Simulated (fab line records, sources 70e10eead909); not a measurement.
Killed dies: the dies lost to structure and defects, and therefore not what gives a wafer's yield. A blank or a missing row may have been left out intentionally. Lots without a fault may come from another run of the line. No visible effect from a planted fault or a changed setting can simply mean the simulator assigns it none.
The tool behind it: which one? :: flow nandHarc :: 10 lots with 28 wafers sampled at 5 steps, on a route of 1159 steps

WHAT THE GAUGES READ, wafer by wafer
NHARC_END_SORT_01.
lot: L187
measured: day 21 09:08
on: prober-01
killedAtArray: 669 24 668

lot: L190
measured: day 21 04:46
on: prober-02
killedAtArray: 669 28

lot: L192
measured: day 21 13:15
on: prober-02
killedAtArray: 28 666

EACH LOT AND THE TOOL THAT RAN IT (in order: tool; ch and the chambers of the sampled wafers; start)
lot: L185
NHARC_A_CONTACT_STRIP_82: rieDiel-02 ch 0,3, day 16 23:53 or earlier
NHARC_A_CONTACT_ETCH_89: rieDiel-09 ch 2,3, day 16 23:53 or earlier
NHARC_A_CONTACT_ETCH_31: rieDiel-09 ch 1,2, day 16 23:53
NHARC_A_CONTACT_ETCH_98: rieDiel-03 ch 0,2,3, no start

lot: L186
NHARC_A_CONTACT_STRIP_82: rieDiel-09 ch 0,1,2, day 18 14:46 or earlier
NHARC_A_CONTACT_ETCH_89: rieDiel-09 ch 0,1,3, day 18 14:46 or earlier
NHARC_A_CONTACT_ETCH_31: rieDiel-09 ch 2,3, day 18 14:46
NHARC_A_CONTACT_ETCH_98: rieDiel-03 ch 1,2,3, no start

lot: L187
NHARC_A_CONTACT_STRIP_82: rieDiel-09 ch 0,1,3, day 18 20:24 or earlier
NHARC_A_CONTACT_ETCH_89: rieDiel-09 ch 0,1,3, day 18 20:24 or earlier
NHARC_A_CONTACT_ETCH_31: rieDiel-09 ch 0,2,3, day 18 20:24
NHARC_A_CONTACT_ETCH_98: rieDiel-09 ch 0,2,3, day 21 09:08 or earlier

lot: L190
NHARC_A_CONTACT_STRIP_82: rieDiel-02 ch 2,3, day 18 23:04 or earlier
NHARC_A_CONTACT_ETCH_89: rieDiel-09 ch 2,3, day 18 23:04 or earlier
NHARC_A_CONTACT_ETCH_31: rieDiel-09 ch 0,3, day 18 23:04
NHARC_A_CONTACT_ETCH_98: rieDiel-02 ch 2,3, day 21 04:46 or earlier

lot: L192
NHARC_A_CONTACT_STRIP_82: rieDiel-03 ch 1,3, day 19 11:49 or earlier
NHARC_A_CONTACT_ETCH_89: rieDiel-09 ch 0,2, day 19 11:49 or earlier
NHARC_A_CONTACT_ETCH_31: rieDiel-09 ch 1,2, day 19 11:49
NHARC_A_CONTACT_ETCH_98: rieDiel-09 ch 0,1, day 21 13:15 or earlier

lot: L199
NHARC_A_CONTACT_STRIP_82: rieDiel-02 ch 1,2,3, day 20 22:49 or earlier
NHARC_A_CONTACT_ETCH_89: rieDiel-03 ch 1,2,3, day 20 22:49 or earlier
NHARC_A_CONTACT_ETCH_31: rieDiel-03 ch 0,2,3, day 20 22:49
NHARC_A_CONTACT_ETCH_98: rieDiel-02 ch 0,1,3, no start

lot: L203
NHARC_A_CONTACT_STRIP_82: rieDiel-09 ch 1,2, day 21 23:30 or earlier
NHARC_A_CONTACT_ETCH_89: rieDiel-09 ch 0,1,3, day 21 23:30 or earlier
NHARC_A_CONTACT_ETCH_31: rieDiel-09 ch 1,2, day 21 23:30
NHARC_A_CONTACT_ETCH_98: rieDiel-09 ch 0,2,3, no start

lot: L201
NHARC_A_CONTACT_STRIP_82: rieDiel-09 ch 1,2,3, day 22 00:32 or earlier
NHARC_A_CONTACT_ETCH_89: rieDiel-02 ch 0,2,3, day 22 00:32 or earlier
NHARC_A_CONTACT_ETCH_31: rieDiel-02 ch 0,2,3, day 22 00:32
NHARC_A_CONTACT_ETCH_98: rieDiel-03 ch 0,2,3, no start

lot: L204
NHARC_A_CONTACT_STRIP_82: rieDiel-03 ch 0,1, day 22 05:26 or earlier
NHARC_A_CONTACT_ETCH_89: rieDiel-09 ch 0,3, day 22 05:26 or earlier
NHARC_A_CONTACT_ETCH_31: rieDiel-09 ch 1,2,3, day 22 05:26
NHARC_A_CONTACT_ETCH_98: rieDiel-09 ch 1,3, day 22 06:59

lot: L206
NHARC_A_CONTACT_STRIP_82: rieDiel-02 ch 0,2,3, day 23 04:38 or earlier
NHARC_A_CONTACT_ETCH_89: rieDiel-09 ch 0,2,3, day 23 04:38 or earlier
NHARC_A_CONTACT_ETCH_31: rieDiel-09 ch 1,2,3, day 23 04:38
NHARC_A_CONTACT_ETCH_98: rieDiel-03 ch 0,1,2, no start
- NHARC_A_CONTACT_STRIP_82: strips in O2.
- NHARC_A_CONTACT_ETCH_89: etches the open film in N2/H2, target depth 260 nm, time 475.3 s.
- NHARC_A_CONTACT_ETCH_31: etches the open film in O2/COS, target depth 2000 nm, time 520 s.
- NHARC_A_CONTACT_ETCH_98: etches the open film in C4F6/O2, target depth 20 nm, time 10 s.

THE ANSWER, worked out from the rows above alone
Rule: what is usual is taken from the lots themselves. The widest of any qualifying gaps counts: lots, ordered by their means at a reading, are off when they make up no more than a third of the lots, leave a main group of 4 or more, and stand apart from it by 3 or more times the standard deviation of that group's means. Not used: any main group whose means are identical at the precision the tables above print for the reading. A lot without any number at a reading at which 4 lots or more have one is off too. Where the step has rows for the other lots, those lots are counted as sound.
No lot is off on any of the readings shown, so nothing can be concluded from this.

WHAT THE SIMULATOR HAD PUT IN
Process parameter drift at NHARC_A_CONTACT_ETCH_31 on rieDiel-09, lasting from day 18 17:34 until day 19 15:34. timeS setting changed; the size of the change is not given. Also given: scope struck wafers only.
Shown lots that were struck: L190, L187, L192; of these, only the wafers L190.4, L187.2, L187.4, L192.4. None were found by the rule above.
